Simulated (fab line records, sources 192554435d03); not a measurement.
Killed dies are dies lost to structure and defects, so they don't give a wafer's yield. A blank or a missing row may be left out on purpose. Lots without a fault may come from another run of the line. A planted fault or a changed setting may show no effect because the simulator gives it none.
fab line records | flow n5_finfet
record lots=7 wafers=21 last_day=20
route steps=1938 shown DUMMY_GATE@246 SPACER0@258 PASSIVATION@1936
lots that met no fault: from a run of the same line without faults
start_h: hours from the record's first day to the start of the lot's first wafer shown | wait_h: hours since the lot's step before | " the same as in the row above | L1.1+2: a row that stands for several wafers | - no value, or no start given | * or withheld: withheld | < > ~ a bound
route shown NAME@n: a module of which the file shows steps, and the number in the route of the first | usual: mean/standard deviation of fault-free wafers | same: alike in all rows | chamber/n: place in a boat | sites: the reading at each site | _std_site: their standard deviation | _edge_site: outer sites' mean less inner sites' | radius_mm: how far each site lies from the wafer's centre | mask NAME#n: copy n | behind: the tool/chamber that last shaped the wafer | hold: why the lot was held/for how many hours/how that ended | device: the transistor (n, p or np) that didn't switch | end of line: the same wafers' tests at the end of the route | a step without rows: its recipe alone | killed: dies lost to structure and defects at the first sort, not the wafer's yield | map: a wafer's dies, x killed, . not, _ none there
set.NAME: the setting as run; set.NAME@STEP: as run at that earlier step | model.NAME: the simulator's own value behind a step, which no gauge read
lots at some steps of the route; a table a step, a row a wafer
services: from which hour (start_h, from the record's first day; less than 0 if before it) a tool's chamber was out of use, for how many hours, and why
## steps
# step N5_DUMMY_GATE_ETCH_32
# recipe chemistry=CF4 target=SiO2 target_depth_a=35 time_s=3.9 ion_energy_ev=350 pressure_mtorr=10 icp_w=800 bias_w=400 cf4_flow_sccm=80
# usual bias_w=399.9/1.1 drypump_motor_current_A=5.7/0.45 oes_product_au=0.995/0.018 throttle_valve_pct=21.79/0.14
# columns lot.wafer tool chamber start_h wait_h bias_w drypump_motor_current_A oes_product_au rf_hours_counter_h throttle_valve_pct
L156.1 rie_si-02 1 79.26 0.1 401.9 6.2 0.991 6 21.89
L156.2 " 0 " " 399.3 6.3 1.010 11 21.60
L156.3 " 2 " " 398.6 5.3 1.013 185 21.65
L158.2 rie_si-01 1 89.11 0.1 401.0 5.3 0.983 111 21.93
L158.3 " 2 " " 398.4 5.3 0.995 7 21.79
L158.6 " 1 " " 398.9 5.3 0.986 - 21.94
L160.2 rie_si-02 1 103.16 0.1 400.4 6.1 0.992 7 21.88
L160.3 " 3 " " 401.9 6.0 0.967 39 21.78
L160.5 " 2 " " 399.9 5.3 0.998 - 21.66
L163.2 rie_si-02 2 120.03 0.1 400.6 5.3 0.997 186 21.63
L163.3 " 3 " " 401.7 6.1 0.966 39 21.78
L163.6 " 2 " " 399.2 5.3 1.010 - 21.65
L168.1 rie_si-01 3 152.34 0.1 400.4 5.1 1.049 1 21.59
L168.5 " 3 " " 400.4 5.1 1.047 - 21.57
L168.6 " 2 " " 400.2 5.3 1.007 - 21.82
L173.1 rie_si-02 1 182.36 0.1 401.0 6.3 0.994 8 21.89
L173.3 " 2 " " 398.7 5.3 0.996 187 21.65
L173.5 " 2 " " 397.9 5.3 1.001 - 21.64
L174.3 rie_si-06 3 187.37 0.1 400.0 5.4 0.992 73 21.69
L174.4 " 2 " " 398.8 5.2 0.966 53 22.16
L174.6 " 1 " " 399.5 6.2 0.985 - 22.00
# step N5_DUMMY_GATE_ETCH_23
# recipe chemistry=HBr/Cl2/O2 HBr_flow_sccm=150 Cl2_flow_sccm=80 O2_flow_sccm=12 bias_w=102 target_depth_a=410 time_s=22.3 target=poly-Si mask_material=SiO2 pressure_mtorr=10 icp_w=800
# usual bias_w=102.02/0.29 drypump_motor_current_A=5.7/0.45 mfc_cl2_sccm=79.97/0.25 oes_product_au=0.995/0.019 throttle_valve_pct=37.22/0.22
# columns lot.wafer tool chamber start_h wait_h bias_w drypump_motor_current_A mfc_cl2_sccm oes_product_au rf_hours_counter_h throttle_valve_pct
L156.1 rie_si-02 1 79.29 0.0 101.90 6.2 79.81 1.006 6 37.28
L156.2 " 0 " " 102.26 6.3 80.36 1.002 11 36.94
L156.3 " 2 " " 102.28 5.3 79.75 1.004 185 37.00
L158.2 rie_si-01 1 89.14 0.0 102.06 5.2 80.27 0.986 111 37.45
L158.3 " 2 " " 102.44 5.3 80.03 1.009 7 37.36
L158.6 " 1 " " 102.57 5.3 80.26 0.983 - 37.47
L160.2 rie_si-02 1 103.19 0.0 102.29 6.2 80.23 0.992 7 37.30
L160.3 " 3 " " 102.40 6.0 79.75 0.963 39 37.35
L160.5 " 2 " " 101.62 5.3 79.74 1.009 - 37.02
L163.2 rie_si-02 2 120.07 0.0 102.18 5.3 79.44 1.017 186 37.02
L163.3 " 3 " " 102.25 6.0 79.93 0.963 39 37.35
L163.6 " 2 " " 102.07 5.3 79.22 0.999 - 36.99
L168.1 rie_si-01 3 152.38 0.0 101.65 5.1 79.52 1.056 1 36.92
L168.5 " 3 " " 102.02 5.1 79.54 1.062 - 36.92
L168.6 " 2 " " 101.89 5.3 80.51 1.006 - 37.35
L173.1 rie_si-02 1 182.39 0.0 101.77 6.1 80.15 0.993 8 37.29
L173.3 " 2 " " 102.14 5.3 80.03 1.001 187 37.01
L173.5 " 2 " " 101.90 5.3 79.84 0.992 - 37.01
L174.3 rie_si-06 3 187.40 0.0 102.13 5.4 79.57 0.984 73 36.93
L174.4 " 2 " " 101.78 5.2 80.10 0.972 53 37.74
L174.6 " 1 " " 101.68 6.2 80.32 0.973 - 37.59
# step N5_DUMMY_GATE_ETCH_44
# recipe chemistry=HBr/O2 over_etch_frac=0.7 target_depth_a=1275 stop_on=SiO2 ion_energy_ev=60 bias_w=20 target=poly-Si mask_material=SiO2 pressure_mtorr=20 icp_w=400 HBr_flow_sccm=120 O2_flow_sccm=10
# step N5_DUMMY_GATE_CD_MEAS_24
# recipe target_cd_nm=15
# usual cd_nm=15.0/0.32
# columns lot.wafer tool chamber start_h wait_h cd_nm
L156.1 cd_sem-03 - 79.45 0.1 15.0
L156.2 " - " " 14.7
L156.3 " - " " 14.4
L158.2 cd_sem-02 - 89.31 0.1 14.5
L158.3 " - " " 14.7
L158.6 " - " " 14.7
L160.2 cd_sem-01 - 103.36 0.1 15.6
L160.3 " - " " 15.0
L160.5 " - " " 15.4
L163.2 cd_sem-01 - 120.24 0.1 15.1
L163.3 " - " " 15.0
L163.6 " - " " 14.9
L168.1 cd_sem-02 - 152.54 0.1 15.3
L168.5 " - " " 14.6
L168.6 " - " " 15.2
L173.1 cd_sem-03 - 182.56 0.1 15.0
L173.3 " - " " 14.8
L173.5 " - " " 14.8
L174.3 cd_sem-02 - 187.57 0.1 15.2
L174.4 " - " " 15.2
L174.6 " - " " 14.8
# step N5_DUMMY_GATE_ETCH_42
# recipe chemistry=CHF3/O2 target=SiO2 target_depth_a=35 time_s=31 ion_energy_ev=30 bias_w=12 pressure_mtorr=30 source_w=600 Ar_flow_sccm=200 CHF3_flow_sccm=50 O2_flow_sccm=5
# usual bias_w=12.00/0.038 drypump_motor_current_A=5.8/0.46 oes_ar_750_au=0.80/0.066 oes_f_703_au=0.80/0.063 oes_product_au=0.80/0.072 rf_vpp_V=42.5/0.92 showerhead_plenum_p_Torr=2.43/0.071 throttle_valve_pct=18.61/0.18
# columns lot.wafer tool chamber start_h wait_h bias_w drypump_motor_current_A oes_ar_750_au oes_f_703_au oes_product_au rf_hours_counter_h rf_vpp_V showerhead_plenum_p_Torr throttle_valve_pct
L156.1 rie_diel-02 2 79.50 0.0 12.05 6.1 0.85 0.85 0.87 35 44.9 2.46 18.78
L156.2 " 1 " " 11.99 6.4 0.95 0.96 0.96 2 42.8 2.58 18.63
L156.3 " 0 " " 11.99 5.8 0.83 0.83 0.84 74 42.5 2.45 18.39
L158.2 rie_diel-06 1 89.36 0.0 11.96 5.2 0.83 0.82 0.84 66 42.0 2.34 18.65
L158.3 " 0 " " 12.01 6.2 0.73 0.73 0.72 201 43.0 2.40 18.63
L158.6 " 0 " " 11.95 6.2 0.73 0.73 0.72 - 42.7 2.40 18.63
L160.2 rie_diel-05 3 103.40 0.0 11.98 5.8 0.78 0.78 0.77 122 41.8 2.51 18.41
L160.3 " 1 " " 11.93 6.0 0.78 0.79 0.78 131 44.0 2.41 18.47
L160.5 " 3 " " 11.95 5.8 0.77 0.77 0.77 - 41.2 2.51 18.41
L163.2 rie_diel-05 1 120.28 0.0 12.00 6.0 0.77 0.79 0.77 135 41.6 2.41 18.48
L163.3 " 2 " " 12.01 5.3 0.94 0.94 0.96 12 43.3 2.37 18.55
L163.6 " 2 " " 12.06 5.3 0.94 0.94 0.96 - 44.0 2.37 18.56
L168.1 rie_diel-05 1 152.59 0.0 12.04 5.9 0.76 0.76 0.76 145 43.3 2.41 18.49
L168.5 " 1 " " 12.04 6.0 0.77 0.77 0.75 - 42.2 2.41 18.49
L168.6 " 2 " " 11.99 5.3 0.93 0.91 0.93 - 42.0 2.37 18.58
L173.1 rie_diel-05 3 182.61 0.0 12.01 5.8 0.75 0.75 0.76 145 43.2 2.50 18.43
L173.3 " 1 " " 11.94 6.0 0.76 0.76 0.76 155 43.1 2.40 18.51
L173.5 " 0 " " 11.98 5.0 0.76 0.76 0.76 - 43.0 2.50 18.63
L174.3 rie_diel-02 0 187.61 0.0 12.06 5.8 0.81 0.81 0.80 99 41.1 2.44 18.43
L174.4 " 1 " " 12.03 6.4 0.87 0.88 0.89 - 42.6 2.56 18.68
L174.6 " 0 " " 11.99 5.8 0.80 0.79 0.80 - 42.9 2.44 18.42
# step N5_DUMMY_GATE_STRIP_48
# recipe chemistry=N2/H2 time_s=20 power_w=100 temp_c=40 pressure_mtorr=100 rf_frequency_hz=6e+07 bias_power_w=3 n2_flow_sccm=300 h2_flow_sccm=300
# usual bias_power_w=3.001/0.0095 drypump_motor_current_A=5.8/0.46 h2_flow_sccm=299.9/0.88 oes_product_au=0.81/0.072 rf_vpp_V=45.4/0.84 showerhead_plenum_p_Torr=3.40/0.1 temp_c=39.99/0.11 throttle_valve_pct=12.03/0.19
# columns lot.wafer tool chamber start_h wait_h bias_power_w drypump_motor_current_A h2_flow_sccm oes_product_au rf_hours_counter_h rf_vpp_V showerhead_plenum_p_Torr temp_c throttle_valve_pct
L156.1 rie_diel-02 2 79.55 0.0 3.013 6.2 299.1 0.86 35 46.3 3.44 39.87 12.06
L156.2 " 1 " " 2.999 6.4 300.2 0.97 2 45.0 3.60 40.11 11.95
L156.3 " 0 " " 2.990 5.8 301.0 0.83 74 44.8 3.41 40.26 11.74
L158.2 rie_diel-06 1 89.41 0.0 3.021 5.2 300.1 0.84 66 45.6 3.29 40.06 12.01
L158.3 " 0 " " 3.007 6.3 300.1 0.72 201 45.3 3.36 40.14 12.25
L158.6 " 0 " " 2.996 6.2 301.3 0.72 - 44.8 3.36 40.10 12.24
L160.2 rie_diel-05 3 103.45 0.0 3.012 5.8 299.5 0.78 122 43.9 3.53 39.95 11.91
L160.3 " 1 " " 2.994 6.0 301.7 0.76 131 46.0 3.37 39.89 11.87
L160.5 " 3 " " 3.008 5.8 298.4 0.78 - 45.9 3.53 39.91 11.92
L163.2 rie_diel-05 1 120.33 0.0 3.003 6.0 300.9 0.77 135 45.6 3.37 40.04 11.87
L163.3 " 2 " " 3.021 5.3 300.4 0.96 12 45.1 3.32 39.89 11.87
L163.6 " 2 " " 2.997 5.3 301.1 0.96 - 45.1 3.32 40.01 11.89
L168.1 rie_diel-05 1 152.64 0.0 3.004 6.0 300.5 0.76 145 45.7 3.36 39.95 11.91
L168.5 " 1 " " 3.010 6.0 299.9 0.76 - 44.8 3.36 39.89 11.91
L168.6 " 2 " " 3.007 5.3 301.8 0.95 - 46.3 3.32 39.96 11.90
L173.1 rie_diel-05 3 182.66 0.0 3.000 5.8 299.6 0.76 145 46.5 3.52 40.08 11.97
L173.3 " 1 " " 2.986 6.0 299.5 0.75 155 46.8 3.36 39.90 11.92
L173.5 " 0 " " 3.004 5.0 299.5 0.77 - 45.7 3.52 39.92 12.06
L174.3 rie_diel-02 0 187.66 0.0 2.998 5.8 299.6 0.81 99 45.8 3.40 40.01 11.80
L174.4 " 1 " " 3.003 6.4 300.1 0.87 - 44.7 3.58 39.87 12.03
L174.6 " 0 " " 2.995 5.8 300.0 0.81 - 45.8 3.40 39.89 11.81
# step N5_DUMMY_GATE_PRECLEAN_33
# recipe chemistry=dHF time_s=10 dilution=750:1 temp_c=25
# step N5_DUMMY_GATE_PRECLEAN_25
# recipe chemistry=O3/DIW time_s=45 temp_c=22 o3_ppm=10
# step N5_DUMMY_GATE_PRECLEAN_51
# recipe chemistry=SC2 time_s=45 temp_c=35 mix=1:1:50
# step N5_DUMMY_GATE_SRD_26
# recipe dry=ipa_marangoni time_s=30 temp_c=23 rinse_liquid=diw
# step N5_DUMMY_GATE_UV_OZONE_45
# recipe time_s=120 pressure_torr=760 temp_c=25
# step N5_DUMMY_GATE_INSPECT_27
# recipe inspect_instrument=brightfield mode=aei
# usual raw_defect_count=302/98
# columns lot.wafer tool chamber start_h wait_h raw_defect_count
L156.1 defect_inspect-02 - 79.74 0.0 253
L156.2 " - " " 196
L156.3 " - " " 267
L158.2 defect_inspect-02 - 89.60 0.0 254
L158.3 " - " " 338
L158.6 " - " " 380
L160.2 defect_inspect-01 - 103.64 0.0 306
L160.3 " - " " 287
L160.5 " - " " 300
L163.2 defect_inspect-02 - 120.52 0.0 269
L163.3 " - " " 334
L163.6 " - " " 287
L168.1 defect_inspect-01 - 152.83 0.0 475
L168.5 " - " " 386
L168.6 " - " " 547
L173.1 defect_inspect-01 - 182.84 0.0 253
L173.3 " - " " 381
L173.5 " - " " 298
L174.3 defect_inspect-02 - 187.85 0.0 304
L174.4 " - " " 521
L174.6 " - " " 365
# step N5_SPACER0_ALD_07
# recipe material=SiNx target_thk_a=20 temp_c=400 ald_precursor_family=SiH2I2 ald_co_reactant=N2/H2-plasma pressure_torr=2
# usual heater_power_w=829/67
# columns lot.wafer tool chamber start_h wait_h heater_power_w model.SiNx_of_SPACER0_ALD_07.thk_nm
L156.1 ald_sin-02 3 80.32 0.6 831 2
L156.2 " 0 " " 734 2
L156.3 " 1 " " 798 2
L158.2 ald_sin-02 3 89.95 0.3 815 2
L158.3 " 0 " " 733 1.4
L158.6 " 2 " " 801 1.4
L160.2 ald_sin-02 3 103.68 0.0 811 2
L160.3 " 0 " " 775 1.4
L160.5 " 2 " " 803 2
L163.2 ald_sin-02 3 120.55 0.0 834 2
L163.3 " 2 " " 813 1.4
L163.6 " 3 " " 835 1.4
L168.1 ald_sin-04 1 152.86 0.0 886 2
L168.5 " 3 " " 924 2
L168.6 " 2 " " 887 2
L173.1 ald_sin-03 0 182.88 0.0 810 2
L173.3 " 2 " " 947 2
L173.5 " 1 " " 774 2
L174.3 ald_sin-04 1 189.18 1.3 863 2
L174.4 " 3 " " 930 2
L174.6 " 3 " " 936 2
# step N5_SPACER0_ALD_00
# recipe material=SiOCN target_thk_a=35 temp_c=400 ald_precursor_family=alkyl-aminosilane ald_co_reactant=O2/N2-plasma pulse_time_s=3 purge_time_s=2 co_reactant_purge_time_s=2 ald_cycles=58 pressure_torr=2
# usual heater_power_w=827/69 precursor_pulse_height_rel=0.998/0.021
# columns lot.wafer tool chamber start_h wait_h heater_power_w precursor_pulse_height_rel
L156.1 ald_sin-02 3 80.47 0.1 812 1.021
L156.2 " 0 " " 742 0.986
L156.3 " 1 " " 809 1.015
L158.2 ald_sin-02 3 90.10 0.1 816 1.027
L158.3 " 0 " " 730 1.006
L158.6 " 2 " " 799 0.984
L160.2 ald_sin-02 3 103.83 0.1 827 0.958
L160.3 " 0 " " 741 0.992
L160.5 " 2 " " 825 0.972
L163.2 ald_sin-02 3 120.71 0.1 827 0.990
L163.3 " 2 " " 795 0.960
L163.6 " 3 " " 830 0.965
L168.1 ald_sin-04 1 153.02 0.1 874 0.963
L168.5 " 3 " " 906 1.020
L168.6 " 2 " " 872 1.018
L173.1 ald_sin-03 0 183.03 0.1 824 1.001
L173.3 " 2 " " 957 1.015
L173.5 " 1 " " 795 0.992
L174.3 ald_sin-04 1 189.34 0.1 877 1.018
L174.4 " 3 " " 891 1.028
L174.6 " 3 " " 922 1.027
# step N5_PASSIVATION_PROBE_49
# usual killed_at_M0_to_M3=36/11 killed_at_M4_up=14/5.6 killed_at_contacts=11/5.6 killed_at_front_end=40/12 killed_at_other=4/3.2 killed_dies=105/17 killed_open=69/12 killed_short=34/8.4
# same gross_dies=1180 killed_at_back_side=0
# columns lot.wafer tool chamber start_h wait_h killed_at_M0_to_M3 killed_at_M4_up killed_at_contacts killed_at_front_end killed_at_other killed_dies killed_open killed_short
L158.2 prober-01 - 343.26 0.1 31 13 16 49 7 116 76 37
L158.3 prober-01 - 343.31 0.1 33 13 12 42 4 104 69 32
L158.6 prober-01 - 343.46 0.3 25 11 17 35 10 98 73 23
L163.2 prober-02 - 376.74 0.1 30 8 12 70 3 123 72 51
L163.3 prober-02 - 376.79 0.1 48 9 15 44 9 125 81 43
L163.6 prober-02 - 376.94 0.3 33 14 10 52 9 118 80 35
L168.1 prober-01 - 414.45 0.0 42 23 12 30 7 114 78 35
L168.5 prober-01 - 414.65 0.2 37 15 12 35 1 100 65 29
L168.6 prober-01 - 414.70 0.3 29 21 19 35 3 107 74 31
# killed by level:class
L158.2 FIN_SAQP:geometric_particle:open=13 MOL_CONTACT_COAG:geometric_particle:open=11 STI_FIN_REVEAL:geometric_particle:open=10 GATE_CUT:geometric_particle:short=8 BEOL_M2:geometric_particle:open=8 BEOL_M0_SAQP:geometric_particle:open=6 BEOL_M5:geometric_particle:open=6 MOL_CONTACT_COAG:geometric_particle:short=5
L158.3 FIN_SAQP:geometric_particle:open=20 BEOL_M0_SAQP:geometric_particle:short=10 MOL_CONTACT_COAG:geometric_particle:open=9 BEOL_M2:geometric_particle:open=9 FIN_SAQP:geometric_particle:short=7 GATE_CUT:geometric_particle:short=4 GATE_CUT:geometric_particle:open=4 BEOL_M0_SAQP:geometric_particle:open=4
L158.6 MOL_CONTACT_COAG:geometric_particle:open=15 FIN_SAQP:geometric_particle:open=8 STI_FIN_REVEAL:geometric_particle:open=7 BEOL_M2:geometric_particle:open=7 BEOL_M5:geometric_particle:open=7 FIN_SAQP:geometric_particle:short=6 BEOL_M0_SAQP:geometric_particle:open=5 BEOL_M3:geometric_particle:open=5
L163.2 FIN_SAQP:geometric_particle:short=21 STI_FIN_REVEAL:geometric_particle:open=19 MOL_CONTACT_COAG:geometric_particle:open=11 BEOL_M1:geometric_particle:open=7 FIN_SAQP:geometric_particle:open=6 BEOL_M0_SAQP:geometric_particle:short=6 STI_FIN_REVEAL:geometric_particle:short=5 BEOL_M0_SAQP:geometric_particle:open=5
L163.3 MOL_CONTACT_COAG:geometric_particle:open=15 FIN_SAQP:geometric_particle:short=12 BEOL_M1:geometric_particle:open=12 STI_FIN_REVEAL:geometric_particle:open=10 BEOL_M0_SAQP:geometric_particle:open=9 BEOL_M2:geometric_particle:open=7 FIN_SAQP:geometric_particle:open=6 GATE_CUT:geometric_particle:short=5
L163.6 STI_FIN_REVEAL:geometric_particle:open=23 MOL_CONTACT_COAG:geometric_particle:open=9 BEOL_M2:geometric_particle:open=7 FIN_SAQP:geometric_particle:short=6 BEOL_M3:geometric_particle:open=6 MIM_BOT:geometric_particle:short=5 DUMMY_GATE:geometric_particle:open=5 BEOL_M0_SAQP:geometric_particle:short=5
L168.1 BEOL_M4:geometric_particle:open=12 MOL_CONTACT_COAG:geometric_particle:open=11 BEOL_M0_SAQP:geometric_particle:open=11 BEOL_M0_SAQP:geometric_particle:short=10 FIN_SAQP:geometric_particle:open=9 FIN_SAQP:geometric_particle:short=8 BEOL_M3:geometric_particle:open=6 BEOL_M1:geometric_particle:open=5
L168.5 BEOL_M0_SAQP:geometric_particle:open=12 BEOL_M0_SAQP:geometric_particle:short=12 STI_FIN_REVEAL:geometric_particle:open=9 MOL_CONTACT_COAG:geometric_particle:open=9 DUMMY_GATE:geometric_particle:open=7 BEOL_M1:geometric_particle:open=5 BEOL_M2:geometric_particle:open=4 BEOL_M4:geometric_particle:open=4
L168.6 MOL_CONTACT_COAG:geometric_particle:open=14 BEOL_M4:geometric_particle:open=14 FIN_SAQP:geometric_particle:open=10 BEOL_M0_SAQP:geometric_particle:open=7 MOL_CONTACT_COAG:geometric_particle:short=5 BEOL_M0_SAQP:geometric_particle:short=5 DUMMY_GATE:geometric_particle:open=4 BEOL_M1:geometric_particle:open=4
## services
# columns tool chamber start_h hours kind
rie_diel-05 2 55.74 - clean
rie_diel-05 2 55.74 - consumable_replace:focus_ring
rie_diel-05 2 55.74 18.1 scheduled_down
rie_diel-05 2 55.74 18.1 vent_cycle
ald_sin-02 2 74.33 6.8 repair
rie_si-01 - 77.55 2.8 pm
ald_sin-03 - 79.71 2.8 pm
ald_sin-03 - 85.81 14.0 pm
rie_si-01 2 92.82 5.7 repair
rie_diel-02 0 96.26 6.7 repair
rie_diel-02 - 97.17 0.2 repair
ald_sin-02 - 97.52 6.0 pm
ald_sin-03 - 104.73 6.1 pm
rie_diel-02 - 112.60 2.8 pm
rie_si-01 0 118.83 8.0 repair
rie_si-06 1 120.58 5.2 repair
ald_sin-03 1 127.01 11.4 repair
rie_diel-06 2 128.81 12.8 repair
rie_si-06 0 137.74 3.3 repair
rie_diel-06 - 143.51 0.7 repair
rie_si-06 2 151.38 4.6 repair
rie_diel-02 3 173.20 15.3 repair
ald_sin-02 - 177.90 14.0 pm
ald_sin-02 0 177.90 14.0 vent_cycle
## key
first_sign none at tools or gauges
model_effect step=N5_SPACER0_ALD_07 value=SiNx_of_SPACER0_ALD_07.thk_nm without=2 struck=1.4
met_at N5_SPACER0_ALD_07
struck_wafers L158.3,L158.6,L160.3,L163.3,L163.6
tester_left_out L158,L160,L163
onset_between 80.32 89.95
fault kind=process_parameter_drift tool=ald_sin-02 chamber=- onset_h=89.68 steps=N5_SPACER0_ALD_07 channel=target_thk_a offset=* shape=step end_h=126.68 scope=struck_wafers_only acts_in=* stated=*
# tester_left_out: of these lots the tester's yield and bins aren't shown, on N5 and GAA mostly nor the transistor test; their killed dies are dies lost to structure and defects alone, not to doping, threshold or leakage, so they don't give the yield
